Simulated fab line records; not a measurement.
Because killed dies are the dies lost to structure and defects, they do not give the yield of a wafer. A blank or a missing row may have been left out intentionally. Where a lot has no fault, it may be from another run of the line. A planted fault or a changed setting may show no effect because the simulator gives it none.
Comparing a struck lot with a sound one	flow nand harc	15 steps out of a route of 1302
Sound: these wafers, L418.2, L418.3, L418.6. Struck: wafer L434.4. (L434.2, L434.5 of the same lot were not struck and are left out.) The cause comes at the end.
Order at every step that has rows: each side's tool, ch and its chambers, its first start. Under that, the readings that differ: sound wafers	struck wafers	difference of the means	sigmas: that difference in standard deviations of wafers without a fault.
alike: readings whose means differ by less than 2 such deviations, and words and numbers that are the same on both sides. not compared: withheld readings, readings that some wafer has no value for, bounds like >300 that may hide the same value, and numbers for which the record gives no deviation and whose values overlap.
The two part at a step that has a row with sigmas, a row that says differs or no value, or rows on one side only. Numbers that don't overlap but have no deviation are shown without sigmas and don't part them. A reading that every wafer of one side lacks parts them only if that side has two wafers or more.

first, 5 steps without rows for these wafers: NHARC_A_CONTACT_SOFTBAKE_64 (time 55 s); NHARC_A_CONTACT_EBR_65; NHARC_A_CONTACT_EXPOSE_66 (exposes mask A CC 2); NHARC_A_CONTACT_PEB_67 (peb time 65 s); NHARC_A_CONTACT_DEVELOP_68 (develop time 35 s).
NHARC_A_CONTACT_CD_MEAS_69: target cd 300 nm.
  sound on cd sem-01 ch 0, day 21 22:42; struck on cd sem-02 ch 0, day 28 08:25
  alike: cd nm
NHARC_A_CONTACT_OVL_MEAS_70:
  struck on overlay-02, day 28 08:30; sound on overlay-01, day 21 22:47
  alike: overlay x nm, overlay y nm
NHARC_A_CONTACT_INSPECT_71:
  struck on defect inspect-01, day 28 08:32; sound on defect inspect-02, day 21 22:49
reading	sound	struck	difference	sigmas
raw defect count	128 122 106	49	-70	-3
NHARC_A_CONTACT_DESCUM_74: chemistry O2, time 3 s.
  sound on rie diel-11 ch 0,3, day 21 22:53; struck on rie diel-01 ch 2, day 28 08:37
reading	sound	struck	difference	sigmas
oes product au (a.u.)	0.994 0.988 1.000	1.017	+0.023	+2
  alike: drypump motor current A, mfc ar sccm, o2 flow sccm, rf vpp V, showerhead plenum p Torr, throttle valve pct
  not compared: rf hours counter h
NHARC_A_CONTACT_ETCH_75: etches the open film in CF4, target depth 39 nm, time 65 s.
  sound on rie diel-11 ch 0,1, day 21 22:58; struck on rie diel-01 ch 1, day 28 08:41
reading	sound	struck	difference	sigmas
mfc ar sccm (sccm)	0 0 0	0.034	+0.034	+3
oes product au (a.u.)	0.995 0.980 1.002	1.013	+0.021	+2
  alike: drypump motor current A, rf vpp V, showerhead plenum p Torr, throttle valve pct
  not compared: rf hours counter h
NHARC_A_CONTACT_ETCH_76: etches the open film in N2/H2, target depth 260 nm, time 475.3 s.
  sound: rie diel-11 ch 0,2,3; struck: rie diel-01 ch 2
reading	sound	struck	difference	sigmas
oes product au (a.u.)	0.983 1.007 1.011	1.024	+0.024	+3
  alike: drypump motor current A, mfc ar sccm, rf vpp V, showerhead plenum p Torr, throttle valve pct
  not compared: rf hours counter h
NHARC_A_CONTACT_ETCH_77: etches the open film in CF4/CHF3, target depth 108.9 nm, time 54.5 s.
  sound: rie diel-11 ch 2,3; struck: rie diel-01 ch 1
reading	sound	struck	difference	sigmas
mfc ar sccm (sccm)	0.017 0 0	0.034	+0.028	+2
oes product au (a.u.)	0.966 0.954 0.980	0.919	-0.048	-3
  alike: drypump motor current A, rf vpp V, showerhead plenum p Torr, throttle valve pct
  not compared: rf hours counter h
NHARC_A_CONTACT_ETCH_78: etches the open film in O2/COS, target depth 5300 nm, time 1378 s.
  sound on rie diel-11 ch 0,1,2, day 21 23:35; struck on rie diel-01 ch 3, day 28 09:13
reading	sound	struck	difference	sigmas
oes product au (a.u.)	0.973 1.002 0.996	0.826	-0.164	-18
  alike: drypump motor current A, mfc ar sccm, o2 flow sccm, rf vpp V, showerhead plenum p Torr, throttle valve pct
  not compared: rf hours counter h
NHARC_A_CONTACT_ETCH_124: etches the open film in C4F8/O2/Ar, time 140 s, target depth 700 nm.
  sound on har cap etch-02 ch 0,1, day 22 00:28; struck on har cap etch-03 ch 0, day 28 10:10
  not compared: rf hours counter h
-- record jumps: 2 days between struck wafers' starts before vs after; left off in module A_CONTACT, resumes in module END, first step shown is number 1302 of the route --
NHARC_END_SORT_01:
  only the struck wafers appear in the record here, on prober-02 ch 0 at day 30 20:11; the sound ones have no rows

== WHERE THEY PART ==
First at NHARC_A_CONTACT_INSPECT_71; last, within this record, at NHARC_END_SORT_01.

WHY: what had been put in by the simulator
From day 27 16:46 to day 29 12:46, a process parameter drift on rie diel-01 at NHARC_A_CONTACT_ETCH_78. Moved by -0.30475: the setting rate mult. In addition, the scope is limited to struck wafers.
